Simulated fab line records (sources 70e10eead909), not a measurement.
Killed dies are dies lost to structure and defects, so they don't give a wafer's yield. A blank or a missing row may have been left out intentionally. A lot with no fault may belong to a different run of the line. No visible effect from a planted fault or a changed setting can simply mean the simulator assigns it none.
Comparing a struck lot with a sound one :: flow nandHarc :: 13 steps out of a route of 1159
Sound: the wafers L376.1, L376.2, L376.5. The struck wafers were L370.1, L370.2, L370.3. The cause is given at the end.
At each step with rows: each side's tool, then ch and its chambers, then its first start. Under that, the readings that differ: sound wafers :: struck wafers :: difference of the means :: sigmas: that difference in standard deviations of wafers without a fault.
alike: a reading whose means differ by less than 2 such deviations, as well as words and numbers matching on both sides. not compared: withheld readings; readings where some wafer has no value; bounds like >300 that might hide an equal value; numbers whose values overlap and for which the record gives no deviation.
Wherever a step has rows on one side only, a row that says differs or no value, or a row with sigmas, the two part there. When numbers do not overlap yet have no deviation, they are printed without sigmas and do not part them. Lack of a reading on every wafer of one side parts them only where that side has two or more wafers.

NHARC_A_STAIRCASE_DESCUM_443: chemistry O2, time 3 s.
  sound on rieDiel-02 ch 0,1,3, day 18 19:03; struck on rieDiel-01 ch 1,2,3, day 18 03:10
  alike: drypumpMotorCurrentA, oesProductAu, rfVppV, showerheadPlenumPTorr, throttleValvePct
  not compared: rfHoursCounterH
NHARC_A_STAIRCASE_ETCH_444: etches the open film in C4F8/O2, target depth 10200 nm, time 3400 s.
  sound on rieDiel-02 ch 1,2, day 18 19:07; struck on rieDiel-01 ch 1,2,3, day 18 03:36
  alike: oesProductAu, rfVppV
  not compared: rfHoursCounterH
NHARC_A_STAIRCASE_STRIP_446: strips in O2.
  sound on plasmaAsher-01 ch 0,1, day 18 21:24; struck on plasmaAsher-01 ch 0,1, day 18 05:38
  alike: drypumpMotorCurrentA, heaterPowerW
  not compared: rfHoursCounterH
then, 3 steps without rows for these wafers: NHARC_A_STAIRCASE_STRIP_447 (strips in SPM, time 900 s); NHARC_A_STAIRCASE_PRECLEAN_448 (cleans in SC1); NHARC_A_STAIRCASE_SRD_449.
NHARC_A_STAIRCASE_CMP_450: polishes SiO2, target thk 200 nm.
  sound on cmp-02 ch 1,2,3, day 18 22:12; struck on cmp-01 ch 1,2,3, day 18 06:26
  alike: motorCurrentA
  not compared: padLifeWafers
NHARC_A_STAIRCASE_CMP_152: polishes.
  sound on cmp-02 ch 1,2,3, day 18 22:16; struck on cmp-01 ch 1,2,3, day 18 06:31
  alike: motorCurrentA
  not compared: padLifeWafers
then, 2 steps without rows for these wafers: NHARC_A_STAIRCASE_SRD_154; NHARC_A_STAIRCASE_ETCH_403 (etches SiO2 in dHF, target depth 108.2 nm).
NHARC_A_STAIRCASE_ETCHBACK_422: etches the open film in CH3F/O2, target depth 40 nm, time 74.286 s.
  sound on rieDiel-01 ch 0,2,3, day 18 22:44; struck on rieDiel-07 ch 0,1,2, day 18 06:59
  no value came back on the struck wafers for any of 7 readings (biasW (W), ch3fFlowSccm (sccm) and others); on the sound wafers biasW (W) reads 100.29 100.02 100.07
  not compared: rfHoursCounterH
then, 1 step without rows for these wafers: NHARC_A_STAIRCASE_ETCH_423 (etches SiO2 in dHF, target depth 30 nm).
-- break in the record here, with 6 days between the starts of the struck wafers on either side (left off in module A_STAIRCASE, picked up again in module END, where the first step shown is number 1159 on the route) --
NHARC_END_SORT_01:
  here the record holds rows for the struck wafers (prober-01 ch 0, day 24 09:01) but none for the sound ones

== WHERE THEY PART ==
Earliest at NHARC_A_STAIRCASE_ETCHBACK_422; latest, in this record, at NHARC_END_SORT_01.

WHY: the cause the simulator had injected
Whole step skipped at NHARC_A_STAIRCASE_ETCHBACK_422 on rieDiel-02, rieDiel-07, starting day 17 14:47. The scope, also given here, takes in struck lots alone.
